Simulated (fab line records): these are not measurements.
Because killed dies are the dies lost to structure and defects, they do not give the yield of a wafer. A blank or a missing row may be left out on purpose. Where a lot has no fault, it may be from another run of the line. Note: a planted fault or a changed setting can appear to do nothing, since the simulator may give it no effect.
Matching of chambers :: flow nand harc :: pecvd-01 running NHARC_A_DECK1_JOINT_DEP_16: 3 sister chambers
The step deposits SiO2, target thk 45 nm. 6 wafers are shown with their chamber, then 7 later ones without.

## EACH WAFER AND ITS CHAMBER
wafer: L081.2
chamber: 0
heater power w (W): 897
throttle valve pct (%): 14.9

wafer: L084.1
chamber: 1
heater power w (W): 550
throttle valve pct (%): 16.3

wafer: L084.2
chamber: 2
heater power w (W): 578
throttle valve pct (%): 16.0

wafer: L084.6
chamber: 2
heater power w (W): 571
throttle valve pct (%): 16.2

wafer: L085.1
chamber: 1
heater power w (W): 488
throttle valve pct (%): 16.2

wafer: L085.3
chamber: 0
heater power w (W): 849
throttle valve pct (%): 15.1

## WAFERS MISSING THEIR CHAMBER
wafer: L085.6
heater power w (W): 828
throttle valve pct (%): 15.1

wafer: L090.1
heater power w (W): 516
throttle valve pct (%): 16.1

wafer: L090.3
heater power w (W): 861
throttle valve pct (%): 15.5

wafer: L090.6
heater power w (W): 509
throttle valve pct (%): 15.8

wafer: L092.2
heater power w (W): 475
throttle valve pct (%): 16.3

wafer: L092.3
heater power w (W): 554
throttle valve pct (%): 16.2

wafer: L092.4
heater power w (W): 578
throttle valve pct (%): 16.0

## WHICH CHAMBER EACH ONE RAN IN
wafer: L085.6
from the rows above: 0
in truth: 0

wafer: L090.1
from the rows above: can't be placed: 1 or 2
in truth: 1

wafer: L090.3
from the rows above: 0
in truth: 0

wafer: L090.6
from the rows above: can't be placed: 2 or 1
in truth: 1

wafer: L092.2
from the rows above: 1
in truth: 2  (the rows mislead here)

wafer: L092.3
from the rows above: can't be placed: 2 or 1
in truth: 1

wafer: L092.4
from the rows above: can't be placed: 2 or 1
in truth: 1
Correctly placed: 2 of 7. From these rows, 4 cannot be placed; in 4 the true chamber is one of the candidates. Wrongly placed: 1.
How it was worked out, from the rows above alone: a wafer's distance from a chamber is the root of the sum, over the readings, of the square of ((its reading less the chamber's mean) divided by the reading's scatter). The wafer belongs to the nearest chamber; if the next one is less than 2 further off, it can't be placed. For every chamber, the mean is computed from those of its wafers that are shown. The scatter is the square root of a quotient: the sum, over the shown wafers, of each reading's squared deviation from its chamber's mean, divided by wafers minus chambers.
